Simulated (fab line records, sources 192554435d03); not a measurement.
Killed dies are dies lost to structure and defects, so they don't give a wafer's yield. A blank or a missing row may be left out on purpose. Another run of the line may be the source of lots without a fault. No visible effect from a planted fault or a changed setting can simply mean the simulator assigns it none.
Which tool did it?	flow n5Finfet	36 wafers sampled from 12 lots at 1 step of a route of 1938

== WHAT THE GAUGES READ, wafer by wafer ==
N5_SD_EPI_P_INSPECT_11: inspects for defects (macro).
lot	measured	on	rawDefectCount
L075	day 3 11:58	defectInspect-01	1 2 2
L077	day 4 00:23	defectInspect-02	2 0 0
L079	day 4 13:34	defectInspect-02	0 1 2
L081	day 5 00:58	defectInspect-01	1 4 0
L083	day 5 13:09	defectInspect-02	2 3 2
L085	day 6 00:46	defectInspect-02	5 0 2
L087	day 6 11:04	defectInspect-01	3 2 4
L089	day 6 23:57	defectInspect-02	1 1 2
L091	day 7 12:55	defectInspect-02	2 1 2
L093	day 8 01:26	defectInspect-02	4 2 1
L095	day 8 10:55	defectInspect-01	1 1 3
L097	day 9 06:09	defectInspect-01	0 3 3

== WHAT TOOL EACH LOT RAN ON (gives the tool, then ch and the chambers of the sampled wafers, and finally the start) ==
Before these readings, the record contains no process step.

== THE ANSWER, worked out from the rows above alone ==
Rule: usual is defined by the lots themselves. Put in order of their means at a reading, lots are off if they are a third of the lots or fewer, leave a main group of 4 or more, and stand apart from it by a gap of 3 or more times the standard deviation of the main group's means; of several such gaps the widest counts. Not used: any main group whose means are identical at the precision the tables above print for the reading. Also off: a lot with no number at a reading for which 4 or more lots have one. Where the step has rows for the other lots, those lots are counted as sound.
Nothing can be told from this: no lot is off at any reading shown.

== WHAT THE SIMULATOR HAD PUT IN ==
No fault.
